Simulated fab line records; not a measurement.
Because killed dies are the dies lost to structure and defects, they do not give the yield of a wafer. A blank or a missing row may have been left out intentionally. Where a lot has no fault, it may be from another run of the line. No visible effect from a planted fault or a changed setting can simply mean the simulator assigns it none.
Code-filled problem report in 8D (eight disciplines) form / flow n5_finfet / the parts of the form that need people (team, actions taken, sign-off) are left out

== 1. PROBLEM STATEMENT ==
At N5_BEOL_M7_CMP_52, barrier_field_endpoint_s averages 35.1 s over 3 wafers from 2 lots, while fault-free wafers read 28.6 s, standard deviation 0.71. That is +9.2 standard deviations from the usual mean.
The step: polishes, stops on SiCOH lowk, t overpolish 6.9 s, target thk 80 nm.
Earliest sighting: wafer L925.2 on cmp-01 at day 12 21:05. The record holds 30 wafers of 10 lots with a number at this step. Rule for "out" (also "out of limits"): further than 4 standard deviations from the usual mean. Any other wafer with a number is counted as sound.

== 2. WHAT IT IS, WHAT IT ISN'T ==
question=which readings at this step | is=barrier_field_endpoint_s | is not=edge_zone_pressure_frac, head_pressure_psi, motor_current_A, slurry_filter_dp_kPa
question=which lots | is=L925, L926 | is not=L913, L915, L918, L928, L931, L932, L935, L936
question=which wafers of those lots | is=L925.2, L926.2, L926.6 | is not=L925.1, L925.4, L926.4
question=read on which tools | is=cmp-01 | is not=cmp-02, cmp-04
question=when | is=from day 12 21:05 | is not=up to then (11 sound wafers); but 16 sound wafers of L926, L928, L931, L932, L935, L936 came after

== 3. SUSPECTS, AND WHAT RULES EACH OUT ==
Counting: a tool at a process step up to the reading stays a suspect if it ran every lot that is out. Sound lots after the first of them don't rule it out here, since some wafers of a struck lot are sound.
- pecvd-03 at N5_BEOL_M7_PECVD_70 (deposits SiO2 from TEOS/O2, target thk 20 nm, time 22.7 s): kept. It ran every lot that is out, first L925 (day 12 14:50); its last sound lot up to then is L918 (day 10 06:39).
- rie_diel-02 at N5_BEOL_M7_STRIP_80 (strips in N2/H2, time 10 s): kept. It ran every lot that is out, first L925 (day 12 21:05). With no start given for some of its lots, N5_BEOL_M7_STRIP_80 uses the hours and lot order of N5_BEOL_M7_CMP_52.
- cmp-01 at N5_BEOL_M7_CMP_52 (polishes, stops on SiCOH lowk, t overpolish 6.9 s, target thk 80 nm): kept. It ran every lot that is out, first L925 (day 12 21:05); its last sound lot up to then is L913 (day 10 00:05). On those wafers its own readings are out: barrier_field_endpoint_s.
- Within rie_diel-02 at N5_BEOL_M7_STRIP_80: the wafers that are out ran in chambers 0, 3; their sound lot-mates ran in chambers 1, 2.
- Within cmp-01 at N5_BEOL_M7_CMP_52: the wafers that are out ran in chambers 2, 3; their sound lot-mates ran in chambers 0, 1.
Still standing after the count: pecvd-03 at N5_BEOL_M7_PECVD_70, rie_diel-02 at N5_BEOL_M7_STRIP_80, cmp-01 at N5_BEOL_M7_CMP_52.

== 4. THE CAUSE (what the simulator had put in) ==
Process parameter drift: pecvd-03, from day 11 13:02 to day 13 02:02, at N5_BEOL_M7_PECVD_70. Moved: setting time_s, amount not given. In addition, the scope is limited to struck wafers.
Counting left 3 suspects, and this tool is among them.

== 5. SEQUENCE OF EFFECTS, ordered by route ==
Each row: a reading whose mean over the struck wafers that have a number lies more than 3 standard deviations from the usual. Readings are gone through only where the record gives a usual standard deviation; hours: the median, over the lots, of the time from a lot's start at the first step in this table giving one to that lot's start at this step; sigmas: the change measured in usual standard deviations.
hours=0; step=N5_BEOL_M7_CMP_52; reading=barrier_field_endpoint_s; usual=28.6 s; on struck wafers=35.1; change=+6.5; sigmas=+9.2
Process steps it contains:
- N5_BEOL_M7_CMP_52: polishes, stops on SiCOH lowk, t overpolish 6.9 s, target thk 80 nm.

== 6. WHAT WOULD HAVE CAUGHT IT SOONER ==
First out-of-limits reading in this record: day 12 21:05, which is 32 hours after fault onset at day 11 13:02.
An alarm limit of 4 standard deviations would not have fired on the tool readings at N5_BEOL_M7_PECVD_70 for which the record gives a usual standard deviation, since none of them was out on any struck wafer.
By day 12 21:05, every lot that is out (2) had started N5_BEOL_M7_PECVD_70 on pecvd-03. Holding the tool at that point would not have protected any of them.
